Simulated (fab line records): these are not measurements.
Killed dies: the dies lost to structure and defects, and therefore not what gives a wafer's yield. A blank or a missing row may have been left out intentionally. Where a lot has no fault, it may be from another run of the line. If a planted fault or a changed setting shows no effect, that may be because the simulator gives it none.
Chamber matching / flow n5 finfet / pecvd-03 running N5_BEOL_M6_PECVD_70: 3 sister chambers
The step deposits SiO2 from TEOS/O2, target thk 20 nm, time 22.7 s. 20 wafers are shown with their chamber, then 10 later ones without.

EACH WAFER AND ITS CHAMBER
wafer=L074.1; chamber=1; showerhead plenum p Torr (Torr)=8.75; heater power outer w (W)=505; throttle valve pct (%)=23.2
wafer=L074.3; chamber=0; showerhead plenum p Torr (Torr)=8.86; heater power outer w (W)=433; throttle valve pct (%)=23.3
wafer=L074.5; chamber=0; showerhead plenum p Torr (Torr)=8.86; heater power outer w (W)=432; throttle valve pct (%)=23.4
wafer=L075.2; chamber=1; showerhead plenum p Torr (Torr)=8.78; heater power outer w (W)=528; throttle valve pct (%)=23.5
wafer=L075.4; chamber=1; showerhead plenum p Torr (Torr)=8.77; heater power outer w (W)=523; throttle valve pct (%)=23.5
wafer=L075.5; chamber=2; showerhead plenum p Torr (Torr)=8.76; heater power outer w (W)=477; throttle valve pct (%)=23.1
wafer=L077.2; chamber=1; showerhead plenum p Torr (Torr)=8.78; heater power outer w (W)=491; throttle valve pct (%)=23.4
wafer=L077.4; chamber=1; showerhead plenum p Torr (Torr)=8.73; heater power outer w (W)=495; throttle valve pct (%)=23.3
wafer=L077.5; chamber=2; showerhead plenum p Torr (Torr)=8.74; heater power outer w (W)=424; throttle valve pct (%)=23.0
wafer=L081.2; chamber=1; showerhead plenum p Torr (Torr)=8.77; heater power outer w (W)=558; throttle valve pct (%)=23.1
wafer=L081.3; chamber=2; showerhead plenum p Torr (Torr)=8.74; heater power outer w (W)=448; throttle valve pct (%)=22.8
wafer=L081.5; chamber=0; showerhead plenum p Torr (Torr)=8.87; heater power outer w (W)=424; throttle valve pct (%)=23.4
wafer=L083.1; chamber=2; showerhead plenum p Torr (Torr)=8.75; heater power outer w (W)=452; throttle valve pct (%)=22.6
wafer=L083.2; chamber=1; showerhead plenum p Torr (Torr)=8.76; heater power outer w (W)=464; throttle valve pct (%)=23.2
wafer=L083.4; chamber=1; showerhead plenum p Torr (Torr)=8.77; heater power outer w (W)=469; throttle valve pct (%)=23.3
wafer=L084.1; chamber=2; showerhead plenum p Torr (Torr)=8.76; heater power outer w (W)=438; throttle valve pct (%)=22.9
wafer=L084.2; chamber=0; showerhead plenum p Torr (Torr)=8.85; heater power outer w (W)=394; throttle valve pct (%)=23.4
wafer=L084.4; chamber=0; showerhead plenum p Torr (Torr)=8.85; heater power outer w (W)=412; throttle valve pct (%)=23.9
wafer=L092.2; chamber=0; showerhead plenum p Torr (Torr)=8.84; heater power outer w (W)=430; throttle valve pct (%)=23.6
wafer=L092.4; chamber=1; showerhead plenum p Torr (Torr)=8.76; heater power outer w (W)=559; throttle valve pct (%)=23.5

SIGNATURES (averages over the wafers above)
reading=showerhead plenum p Torr; chamber 0=8.8550; chamber 1=8.7633; chamber 2=8.7500; scatter within a chamber=0.0132
reading=heater power outer w; chamber 0=420.83; chamber 1=510.22; chamber 2=447.80; scatter within a chamber=26.9
reading=throttle valve pct; chamber 0=23.500; chamber 1=23.333; chamber 2=22.880; scatter within a chamber=0.183
Rule: for a wafer and a chamber, the distance is found by dividing, reading by reading, the gap between the wafer's reading and the chamber's mean by the reading's scatter, squaring, summing and taking the root. The wafer belongs to the nearest chamber; if the next one is less than 2 further off, it can't be placed. How the scatter is found: for the shown wafers, subtract from each reading the mean of its chamber, square and add these, divide the total by (wafers less chambers), then take the root.

WAFERS WHOSE CHAMBER IS MISSING
wafer=L092.6; showerhead plenum p Torr (Torr)=8.85; heater power outer w (W)=431; throttle valve pct (%)=23.4
wafer=L087.1; showerhead plenum p Torr (Torr)=8.86; heater power outer w (W)=384; throttle valve pct (%)=23.6
wafer=L087.2; showerhead plenum p Torr (Torr)=8.78; heater power outer w (W)=536; throttle valve pct (%)=23.5
wafer=L087.3; showerhead plenum p Torr (Torr)=8.75; heater power outer w (W)=458; throttle valve pct (%)=23.2
wafer=L093.2; showerhead plenum p Torr (Torr)=8.85; heater power outer w (W)=427; throttle valve pct (%)=23.6
wafer=L093.3; showerhead plenum p Torr (Torr)=8.77; heater power outer w (W)=511; throttle valve pct (%)=23.1
wafer=L093.6; showerhead plenum p Torr (Torr)=8.79; heater power outer w (W)=425; throttle valve pct (%)=23.4
wafer=L097.1; showerhead plenum p Torr (Torr)=8.76; heater power outer w (W)=404; throttle valve pct (%)=23.1
wafer=L097.3; showerhead plenum p Torr (Torr)=8.76; heater power outer w (W)=541; throttle valve pct (%)=23.2
wafer=L097.6; showerhead plenum p Torr (Torr)=8.78; heater power outer w (W)=554; throttle valve pct (%)=23.1

WHICH CHAMBER EACH ONE RAN IN
wafer=L092.6; from the rows above=0; in truth=0
wafer=L087.1; from the rows above=0; in truth=0
wafer=L087.2; from the rows above=1; in truth=1
wafer=L087.3; from the rows above=can't be placed: 2 or 1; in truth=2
wafer=L093.2; from the rows above=0; in truth=0
wafer=L093.3; from the rows above=can't be placed: 1 or 2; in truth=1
wafer=L093.6; from the rows above=can't be placed: 1 or 2 or 0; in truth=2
wafer=L097.1; from the rows above=can't be placed: 2 or 1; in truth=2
wafer=L097.3; from the rows above=1; in truth=1
wafer=L097.6; from the rows above=1; in truth=1
Placed correctly: 6 of 10. Unplaceable from these rows: 4, with the true chamber sitting among the candidates in 4. Wrongly placed: 0.
